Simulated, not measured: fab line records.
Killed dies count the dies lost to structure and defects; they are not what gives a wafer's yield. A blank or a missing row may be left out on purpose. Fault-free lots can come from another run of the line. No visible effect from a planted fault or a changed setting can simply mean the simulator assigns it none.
Struck lot and sound lot, side by side -- flow nandHarc -- 15 steps out of a route of 1302
Sound: the wafers L752.1, L752.5, L752.6. Struck: wafers L744.1, L744.3, L744.4. At the end, the cause is stated.
Order at every step that has rows: each side's tool, ch and its chambers, its first start. Under that, the readings that differ: sound wafers -- struck wafers -- difference of the means -- sigmas: that difference in standard deviations of wafers without a fault.
alike: readings with means less than 2 such deviations apart, plus words and numbers identical on both sides. not compared: withheld readings, readings lacking a value on some wafer, bounds such as >300 that could conceal the same value, and numbers that have no deviation in the record and whose values overlap.
Wherever a step has rows on one side only, a row that says differs or no value, or a row with sigmas, the two part there. Numbers that have no deviation but don't overlap get no sigmas and don't part them. A reading that every wafer of one side lacks parts them only if that side has two wafers or more.

first, 3 steps without rows for these wafers: NHARC_A_CONTACT_ETCH_113 (etches the open film in C4F8/O2/Ar, time 190 s, target depth 1850 nm); NHARC_A_CONTACT_ETCH_114 (etches the open film in C4F8/O2/Ar, time 190 s, target depth 1850 nm); NHARC_A_CONTACT_ETCH_115 (etches the open film in C4F8/O2/Ar, time 190 s, target depth 1850 nm).
NHARC_A_CONTACT_ETCH_116: etches the open film in C4F8/O2/Ar, time 190 s, target depth 1850 nm.
  sound on harCapEtch-01 ch 0,1, day 30 05:31; struck on harCapEtch-01 ch 0,1, day 27 14:18
  alike: chamberPressureMTorr, oesAirLineAu
  not compared: rfHoursCounterH
NHARC_A_CONTACT_ETCH_117: etches the open film in C4F8/O2/Ar, time 190 s, target depth 1850 nm.
  sound on harCapEtch-01 ch 0,1, day 30 05:41; struck on harCapEtch-01 ch 0,1, day 27 14:28
  alike: chamberPressureMTorr, oesAirLineAu
  not compared: rfHoursCounterH
NHARC_A_CONTACT_ETCH_118: etches the open film in C4F8/O2/Ar, time 190 s, target depth 1850 nm.
  sound on harCapEtch-01 ch 0,1, day 30 05:52; struck on harCapEtch-01 ch 0,1, day 27 14:38
  alike: chamberPressureMTorr, oesAirLineAu
  not compared: rfHoursCounterH
NHARC_A_CONTACT_ETCH_119: etches the open film in C4F8/O2/Ar, time 190 s, target depth 1850 nm.
  sound on harCapEtch-01 ch 0,1, day 30 06:01; struck on harCapEtch-01 ch 0,1, day 27 14:49
  alike: chamberPressureMTorr, oesAirLineAu
  not compared: rfHoursCounterH
then, 2 steps without rows for these wafers: NHARC_A_CONTACT_ETCH_120 (etches the open film in C4F8/O2/Ar, time 190 s, target depth 1850 nm); NHARC_A_CONTACT_ETCH_121 (etches the open film in C4F8/O2/Ar, time 190 s, target depth 1850 nm).
NHARC_A_CONTACT_ETCH_122: etches the open film in C4F8/O2/Ar, time 190 s, target depth 1850 nm.
  sound on harCapEtch-01 ch 0,1, day 30 06:32; struck on harCapEtch-01 ch 0,1, day 27 15:20
  alike: chamberPressureMTorr, oesAirLineAu
  not compared: rfHoursCounterH
then, 2 steps without rows for these wafers: NHARC_A_CONTACT_ETCH_123 (etches the open film in C4F8/O2/Ar, time 490 s, target depth 2110 nm); NHARC_A_CONTACT_ETCH_90 (etches the open film in CH3F/O2, target depth 40 nm, time 85.7 s).
NHARC_A_CONTACT_ETCH_96: etches the open film in C4F6/O2, target depth 20 nm, time 10 s.
  sound on rieDiel-09 ch 0,1, day 30 07:47; struck on rieDiel-11 ch 0,1,2, day 27 16:38
  no value came back on the struck wafers for any of 8 readings (biasW (W), c4f6FlowSccm (sccm) and others); on the sound wafers biasW (W) reads 502.2 503.0 500.7
  not compared: rfHoursCounterH
NHARC_A_CONTACT_CD_MEAS_53:
  sound on cdSem-03, day 30 07:51; struck on cdSem-02, day 27 16:43
  alike: cdNm
-- break in the record here, with 3 days between the starts of the struck wafers on either side (left off in module A_CONTACT, picked up again in module END, where the first step shown is number 1302 on the route) --
NHARC_END_SORT_01:
  here the record holds rows for the struck wafers (prober-01 ch 0, day 30 14:37) but none for the sound ones

== WHERE THEY PART ==
Last at NHARC_END_SORT_01 as far as this record goes, first at NHARC_A_CONTACT_ETCH_96.

WHY: whatever the simulator had introduced
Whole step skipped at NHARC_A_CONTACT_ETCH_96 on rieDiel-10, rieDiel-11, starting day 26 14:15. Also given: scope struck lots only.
